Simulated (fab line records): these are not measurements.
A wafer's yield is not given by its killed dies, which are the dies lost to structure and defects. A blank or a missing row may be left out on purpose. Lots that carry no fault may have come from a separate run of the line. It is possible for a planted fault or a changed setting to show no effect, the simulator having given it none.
Matching of chambers    flow nand-harc    NHARC_A_CONTACT_DEP_58 on pecvd-02 has 3 sister chambers
The step deposits SiON, target thk 90 nm. 20 wafers are shown with their chamber, then 10 later ones without.

WAFERS WITH THEIR CHAMBER
wafer   chamber  heater-power-w (W)
L074.3  1        831
L074.4  0        771
L074.5  1        855
L075.1  1        797
L075.2  2        720
L075.5  2        726
L078.3  0        635
L078.5  2        686
L078.6  1        794
L081.1  0        738
L081.4  0        746
L081.5  2        717
L083.1  2        760
L083.3  0        766
L083.6  0        775
L086.1  1        861
L086.4  0        675
L086.6  1        852
L087.3  1        744
L087.4  0        666

SIGNATURES, as means of the wafers listed above
reading         chamber 0  chamber 1  chamber 2  scatter within a chamber
heater-power-w  721.50     819.14     721.80     45.2
Rule: distance of a wafer from a chamber = root of the sum over the readings of ((wafer's reading minus chamber's mean) / reading's scatter) squared. The wafer belongs to the nearest chamber; if the next one is less than 2 further off, it can't be placed. How the scatter is found: for the shown wafers, subtract from each reading the mean of its chamber, square and add these, divide the total by (wafers less chambers), then take the root.

WAFERS WHOSE CHAMBER IS MISSING
wafer   heater-power-w (W)
L087.6  794
L090.3  811
L090.4  831
L090.5  788
L094.3  779
L094.5  632
L094.6  882
L096.1  839
L096.2  765
L096.5  651

THE CHAMBER EACH PASSED THROUGH
wafer   from the rows above           in truth
L087.6  can't be placed: 1 or 2 or 0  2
L090.3  can't be placed: 1 or 2 or 0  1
L090.4  1                             1
L090.5  can't be placed: 1 or 2 or 0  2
L094.3  can't be placed: 1 or 2 or 0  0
L094.5  can't be placed: 0 or 2       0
L094.6  1                             1
L096.1  1                             1
L096.2  can't be placed: 2 or 0 or 1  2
L096.5  can't be placed: 0 or 2       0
Correct placement for 3 of the 10. From these rows, 7 cannot be placed; in 7 the true chamber is one of the candidates. Number placed wrongly: 0.
